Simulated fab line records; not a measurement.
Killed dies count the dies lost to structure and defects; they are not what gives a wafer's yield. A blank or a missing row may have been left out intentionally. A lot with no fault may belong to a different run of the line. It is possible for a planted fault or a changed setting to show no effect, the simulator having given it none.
Matching of chambers ; flow nand_harc ; NHARC_A_STAIRCASE_DESCUM_11 on rie_diel-08: 4 sister chambers
The step chemistry O2, time 3 s. 4 wafers are shown with their chamber, then 7 later ones without.

WAFERS WITH THEIR CHAMBER
wafer;chamber;showerhead_plenum_p_Torr (Torr)
L231.1;3;1.84
L234.1;0;1.95
L238.1;2;1.81
L238.3;1;1.85

WAFERS WHOSE CHAMBER IS MISSING
wafer;showerhead_plenum_p_Torr (Torr)
L238.6;1.94
L245.3;1.80
L245.5;1.80
L245.6;1.83
L250.1;1.82
L250.2;1.84
L250.3;1.79

WHICH CHAMBER EACH WENT THROUGH
wafer;from the rows above;in truth
L238.6;0;0
L245.3;2;2
L245.5;2;2
L245.6;can't be placed: 3 or 1 or 2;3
L250.1;can't be placed: 2 or 3 or 1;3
L250.2;can't be placed: 3 or 1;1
L250.3;2;2
Placed correctly: 4 of 7. These rows do not allow placing 3 (true chamber among the candidates in 3). Number placed wrongly: 0.
How it was worked out, from the rows above alone: a wafer's distance from a chamber is the root of the sum, over the readings, of the square of ((its reading less the chamber's mean) divided by the reading's scatter). If the next closest chamber is less than 2 further off than the closest, the wafer can't be placed; otherwise it belongs to the closest. For every chamber, the mean is computed from those of its wafers that are shown. The scatter (one wafer shown for each chamber): square how far every hidden wafer sits from the nearest shown wafer, average those squares and take the square root.
